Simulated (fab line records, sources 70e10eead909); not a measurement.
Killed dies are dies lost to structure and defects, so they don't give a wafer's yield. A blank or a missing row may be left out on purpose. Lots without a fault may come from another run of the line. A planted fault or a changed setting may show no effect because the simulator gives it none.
fab line records | flow nand_harc
record lots=5 wafers=15 last_day=24
route steps=1159 shown P_ZERO_WELL@44 END@1159
lots that met no fault: from a run of the same line without faults
start_h: hours from the record's first day to the start of the lot's first wafer shown | wait_h: hours since the lot's step before | " the same as in the row above | L1.1+2: a row that stands for several wafers | - no value, or no start given | * or withheld: withheld | < > ~ a bound
route shown NAME@n: a module of which the file shows steps, and the number in the route of the first | usual: mean/standard deviation of fault-free wafers | same: alike in all rows | chamber/n: place in a boat | sites: the reading at each site | _std_site: their standard deviation | _edge_site: outer sites' mean less inner sites' | radius_mm: how far each site lies from the wafer's centre | mask NAME#n: copy n | behind: the tool/chamber that last shaped the wafer | hold: why the lot was held/for how many hours/how that ended | device: the transistor (n, p or np) that didn't switch | end of line: the same wafers' tests at the end of the route | a step without rows: its recipe alone | killed: dies lost to structure and defects at the first sort, not the wafer's yield | map: a wafer's dies, x killed, . not, _ none there
set.NAME: the setting as run; set.NAME@STEP: as run at that earlier step | model.NAME: the simulator's own value behind a step, which no gauge read
lots at some steps of the route; a table a step, a row a wafer
services: from which hour (start_h, from the record's first day; less than 0 if before it) a tool's chamber was out of use, for how many hours, and why
## steps
# step NHARC_P_ZERO_WELL_CD_MEAS_37
# recipe target_cd_nm=720 landing_energy_ev=500
# usual cd_nm=719.4/2
# columns lot.wafer tool chamber start_h wait_h cd_nm
L185.4 cd_sem-03 0 52.21 - 721.5
L185.5 " 0 " " 717.9
L185.6 " 0 " " 720.9
L193.2 cd_sem-01 0 100.12 - 716.3
L193.4 " 0 " " 718.7
L193.6 " 0 " " 716.3
L195.3 cd_sem-01 0 112.36 - 720.9
L195.4 " 0 " " 716.1
L195.5 " 0 " " 715.5
L200.1 cd_sem-01 0 142.10 - 717.5
L200.3 " 0 " " 716.8
L200.5 " 0 " " 716.1
L201.1 cd_sem-02 0 147.97 - 719.8
L201.5 " 0 " " 719.7
L201.6 " 0 " " 719.7
# step NHARC_P_ZERO_WELL_HARDBAKE_38
# recipe temp_c=125 time_s=80
# step NHARC_P_ZERO_WELL_DESCUM_39
# recipe time_s=3 o2_flow_sccm=200 ar_flow_sccm=0 bias_power_w=0 chemistry=O2
# usual drypump_motor_current_A=5.7/0.43 oes_product_au=0.997/0.013 rf_vpp_V=57.7/0.85 showerhead_plenum_p_Torr=1.90/0.059 throttle_valve_pct=11.312/0.009
# columns lot.wafer tool chamber start_h wait_h drypump_motor_current_A oes_product_au rf_hours_counter_h rf_vpp_V showerhead_plenum_p_Torr throttle_valve_pct
L185.4 rie_diel-05 3 52.39 - 6.1 0.985 4.5 59.3 1.82 11.312
L185.5 " 1 " " 5.7 1.015 - 58.1 1.80 11.302
L185.6 " 2 " " 5.5 0.994 - 58.5 2.02 11.320
L193.2 rie_diel-11 3 100.27 - 6.4 1.008 5.2 58.0 1.86 11.321
L193.4 " 1 " " 5.7 0.980 5.3 56.6 1.86 11.314
L193.6 " 3 " " 6.4 1.003 - 57.6 1.86 11.306
L195.3 rie_diel-07 2 112.56 - 6.1 0.981 - 58.5 1.97 11.307
L195.4 " 3 " " 6.3 1.009 - 57.0 1.90 11.304
L195.5 " 3 " " 6.3 1.017 - 58.1 1.90 11.302
L200.3 rie_diel-07 0 142.26 - 5.6 0.988 5.8 58.2 1.93 11.321
L200.1 " 2 " " 6.1 0.997 5.5 57.7 1.97 11.312
L200.5 " 0 " " 5.6 0.993 - 57.6 1.93 11.313
L201.1 rie_diel-05 2 148.15 - 5.5 0.992 13.0 58.7 2.01 11.303
L201.6 " 1 " " 5.7 1.012 - 58.7 1.80 11.315
L201.5 " 2 " " 5.5 0.994 - 58.5 2.01 11.315
# step NHARC_P_ZERO_WELL_IMPLANT_40
# recipe energy_kev=300 dose_cm2=1e+13 tilt_deg=7
# step NHARC_P_ZERO_WELL_IMPLANT_59
# recipe energy_kev=120 dose_cm2=5e+12 tilt_deg=7
# step NHARC_P_ZERO_WELL_IMPLANT_60
# recipe energy_kev=30 dose_cm2=2e+12 tilt_deg=7
# step NHARC_P_ZERO_WELL_STRIP_41
# recipe time_s=840 temp_c=130 chemistry=SPM
# step NHARC_P_ZERO_WELL_DEHYDRATE_44
# recipe temp_c=150 time_s=120
# step NHARC_P_ZERO_WELL_HMDS_45
# recipe time_s=30
# step NHARC_P_ZERO_WELL_COAT_46
# recipe spin_rpm=withheld
# step NHARC_P_ZERO_WELL_SOFTBAKE_47
# recipe temp_c=122 time_s=95
# step NHARC_P_ZERO_WELL_EBR_48
# step NHARC_P_ZERO_WELL_EXPOSE_49
# recipe na=0.6 target_cd_nm=2000 dose_mj=22.64 mask_id=P_HVPW
# columns lot.wafer tool chamber start_h wait_h mask
L185.4+5+6 krf_scanner-03 0 53.72 - P_HVPW_R1#0
L193.2+4+6 krf_scanner-02 0 101.48 - P_HVPW#0
L195.3+4+5 krf_scanner-03 0 113.93 - P_HVPW#0
L200.1+3+5 krf_scanner-03 0 143.46 - P_HVPW#0
L201.1+5+6 krf_scanner-02 0 149.46 - P_HVPW#0
# step NHARC_P_ZERO_WELL_PEB_50
# recipe peb_temp_c=118 peb_time_s=85
# step NHARC_P_ZERO_WELL_DEVELOP_51
# recipe time_s=70
# step NHARC_P_ZERO_WELL_CD_MEAS_52
# recipe target_cd_nm=2000 landing_energy_ev=500
# usual cd_nm=1999.6/2.5
# columns lot.wafer tool chamber start_h wait_h cd_nm
L185.4 cd_sem-03 0 53.87 - 1444.6
L185.5 " 0 " " 1442.0
L185.6 " 0 " " 1440.1
L193.2 cd_sem-03 0 101.63 - 2000.7
L193.4 " 0 " " 2000.1
L193.6 " 0 " " 1997.9
L195.3 cd_sem-03 0 114.08 - 2000.5
L195.4 " 0 " " 1995.9
L195.5 " 0 " " 2000.1
L200.1 cd_sem-03 0 143.62 - 1994.4
L200.3 " 0 " " 1997.4
L200.5 " 0 " " 1997.9
L201.1 cd_sem-02 0 149.62 - 2001.9
L201.5 " 0 " " 2002.5
L201.6 " 0 " " 2000.6
# step NHARC_P_ZERO_WELL_HARDBAKE_53
# recipe temp_c=125 time_s=80
# step NHARC_P_ZERO_WELL_DESCUM_54
# recipe time_s=3 o2_flow_sccm=200 ar_flow_sccm=0 bias_power_w=0 chemistry=O2
# usual drypump_motor_current_A=5.7/0.43 oes_product_au=0.996/0.012 rf_vpp_V=57.7/0.82 showerhead_plenum_p_Torr=1.90/0.062 throttle_valve_pct=11.311/0.0092
# columns lot.wafer tool chamber start_h wait_h drypump_motor_current_A oes_product_au rf_hours_counter_h rf_vpp_V showerhead_plenum_p_Torr throttle_valve_pct model.P_ZERO_WELL.cd_nm
L185.6 rie_diel-11 3 54.07 - 6.4 1.020 - 57.1 1.86 11.307 1439
L185.4 " 0 " " 5.7 1.001 - 58.6 1.94 11.325 1443
L185.5 " 1 " " 5.8 0.999 - 57.0 1.86 11.322 1442
L193.4 rie_diel-11 0 101.80 - 5.8 1.000 5.3 59.0 1.94 11.315 1999
L193.2 " 2 " " 5.0 0.984 4.2 56.7 1.89 11.314 2001
L193.6 " 0 " " 5.7 0.995 - 57.0 1.94 11.313 1997
L195.3 rie_diel-05 3 114.23 - 6.1 0.987 10.7 56.5 1.82 11.317 2001
L195.4 " 2 " " 5.5 0.990 10.9 58.0 2.01 11.308 1998
L195.5 " 3 " " 6.2 0.975 - 58.9 1.82 11.299 2001
L200.3 rie_diel-07 0 143.78 - 5.5 0.991 5.8 57.9 1.93 11.320 1998
L200.1 " 1 " " 5.4 1.008 5.7 58.1 1.85 11.314 1994
L200.5 " 0 " " 5.6 0.988 - 56.8 1.93 11.311 1998
L201.1 rie_diel-07 2 149.81 - 6.0 1.004 6.0 58.9 1.97 11.311 2002
L201.6 " 3 " " 6.3 0.994 - 56.7 1.90 11.302 2000
L201.5 " 0 " " 5.5 1.005 - 57.6 1.93 11.319 2003
# step NHARC_P_ZERO_WELL_IMPLANT_55
# recipe energy_kev=180 dose_cm2=8e+11 tilt_deg=7
# step NHARC_END_SORT_01
# recipe temp_c=25
# usual killed_at_array=27/10 killed_at_other=0.6/0.96 killed_at_periphery=3.4/2.7 killed_dies=31/10 killed_open=2.9/1.8 killed_short=1.8/1.4
# same gross_dies=677
# columns lot.wafer tool chamber start_h wait_h killed_at_array killed_at_other killed_at_periphery killed_dies killed_open killed_short
L185.4 prober-01 0 475.35 3.4 39 0 638 677 2 6
L185.5 prober-01 0 476.15 3.7 37 0 640 677 5 0
L185.6 prober-01 0 476.94 4.0 35 0 642 677 3 3
# killed by level:class
L185.4 P_ZERO_WELL:area_expose=635 A_CHANNEL_HOLE_D1:chamber_film_flake=13 A_SLIT:chamber_film_flake=7 A_BLC:chamber_film_flake=6 P_GATE:chamber_film_flake=3 A_CHANNEL_FILL_D1:geometric_particle:short=2 A_CONTACT:geometric_particle:open=2 A_STAIRCASE:chamber_film_flake=2
L185.5 P_ZERO_WELL:area_expose=635 A_CHANNEL_HOLE_D1:chamber_film_flake=18 A_SLIT:chamber_film_flake=8 A_STAIRCASE:chamber_film_flake=4 P_GATE:chamber_film_flake=3 A_BLC:chamber_film_flake=3 A_CONTACT:geometric_particle:open=2 P_CONTACT:geometric_particle:open=1
L185.6 P_ZERO_WELL:area_expose=640 A_CHANNEL_HOLE_D1:chamber_film_flake=12 A_SLIT:chamber_film_flake=9 A_STAIRCASE:chamber_film_flake=4 A_WL_FILL:chamber_film_flake=3 A_BLC:geometric_particle:open=2 A_CONTACT:chamber_film_flake=2 P_GATE:geometric_particle:short=1
# map L185.4 (x killed, . not)
____________x____________
_________xxxxxxx_________
_______xxxxxxxxxxx_______
______xxxxxxxxxxxxx______
_____xxxxxxxxxxxxxxx_____
____xxxxxxxxxxxxxxxxx____
____xxxxxxxxxxxxxxxxx____
___xxxxxxxxxxxxxxxxxxx___
___xxxxxxxxxxxxxxxxxxx___
__xxxxxxxxxxxxxxxxxxxxx__
__xxxxxxxxxxxxxxxxxxxxx__
_xxxxxxxxxxxxxxxxxxxxxxx_
_xxxxxxxxxxxxxxxxxxxxxxx_
_xxxxxxxxxxxxxxxxxxxxxxx_
_xxxxxxxxxxxxxxxxxxxxxxx_
_xxxxxxxxxxxxxxxxxxxxxxx_
xxxxxxxxxxxxxxxxxxxxxxxxx
xxxxxxxxxxxxxxxxxxxxxxxxx
xxxxxxxxxxxxxxxxxxxxxxxxx
xxxxxxxxxxxxxxxxxxxxxxxxx
xxxxxxxxxxxxxxxxxxxxxxxxx
_xxxxxxxxxxxxxxxxxxxxxxx_
_xxxxxxxxxxxxxxxxxxxxxxx_
_xxxxxxxxxxxxxxxxxxxxxxx_
_xxxxxxxxxxxxxxxxxxxxxxx_
_xxxxxxxxxxxxxxxxxxxxxxx_
__xxxxxxxxxxxxxxxxxxxxx__
__xxxxxxxxxxxxxxxxxxxxx__
___xxxxxxxxxxxxxxxxxxx___
___xxxxxxxxxxxxxxxxxxx___
____xxxxxxxxxxxxxxxxx____
____xxxxxxxxxxxxxxxxx____
_____xxxxxxxxxxxxxxx_____
______xxxxxxxxxxxxx______
_______xxxxxxxxxxx_______
_________xxxxxxx_________
____________x____________
# map L195.4 (x killed, . not)
____________.____________
_________......._________
_______..........._______
______.............______
_____..............._____
____.................____
____.................____
___...................___
___...................___
__...x.................__
__.xx..................__
_......................._
_..x.x.......x.........._
_.x..x........x........._
_...x..............x...._
_..x.x.................._
...xxx..............x....
.......................x.
.........................
..........x.........x....
.........................
_.................x....._
_......................x_
_......................._
_......................._
_........x.............._
__.....................__
__.....................__
___...................___
___...................___
____.........x.......____
____.................____
_____.............x._____
______.............______
_______..........._______
_________......._________
____________.____________
## services
# columns tool chamber start_h hours kind
rie_diel-07 0 30.20 - clean
rie_diel-07 1 30.20 - clean
rie_diel-07 2 30.20 - clean
rie_diel-07 3 30.20 - clean
rie_diel-11 1 31.59 4.1 repair
krf_scanner-02 - 38.00 4.0 pm
rie_diel-11 2 47.52 15.4 repair
krf_scanner-03 - 51.04 1.8 repair
rie_diel-07 - 51.23 9.0 pm
rie_diel-07 0 51.23 9.0 vent_cycle
rie_diel-07 1 51.23 9.0 vent_cycle
rie_diel-07 2 51.23 9.0 vent_cycle
rie_diel-07 3 51.23 9.0 vent_cycle
rie_diel-07 0 60.23 - clean
rie_diel-07 1 60.23 - clean
rie_diel-07 2 60.23 - clean
rie_diel-07 3 60.23 - clean
rie_diel-07 0 84.73 - clean
rie_diel-07 1 84.73 - clean
rie_diel-07 2 84.73 - clean
rie_diel-11 1 102.64 6.7 repair
rie_diel-07 1 110.15 7.5 repair
rie_diel-07 0 110.69 5.3 repair
rie_diel-07 2 126.34 4.1 repair
## key
first_sign step=NHARC_P_ZERO_WELL_EXPOSE_49 reading=mask direction=changed
effect step=NHARC_P_ZERO_WELL_CD_MEAS_52 reading=cd_nm direction=down sigmas=99+ usual=1999.6 struck=1442.2
effect step=NHARC_END_SORT_01 reading=killed_at_periphery direction=up sigmas=99+ usual=3.4 struck=640
model_effect step=NHARC_P_ZERO_WELL_DESCUM_54 value=P_ZERO_WELL.cd_nm without=1998 struck=1442
more_kills_born_at NHARC_P_ZERO_WELL_EXPOSE_49@krf_scanner-03=1910
met_at NHARC_P_ZERO_WELL_EXPOSE_49
struck_wafers L185.4,L185.5,L185.6
later_rows_left_out L185.4,L185.5,L185.6
tester_left_out L185
fault kind=wrong_mask tool=any chamber=- onset_h=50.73 steps=NHARC_P_ZERO_WELL_EXPOSE_49 aux_copy=P_HVPW_R1#0 cd_offset_nm=-556.33 scope=struck_lots_only
# tester_left_out: of these lots the tester's yield and bins aren't shown, on N5 and GAA mostly nor the transistor test; their killed dies are dies lost to structure and defects alone, not to doping, threshold or leakage, so they don't give the yield
# later_rows_left_out: the simulator's readings of these wafers behind a module that went badly wrong aren't trusted and aren't shown, but for the sort
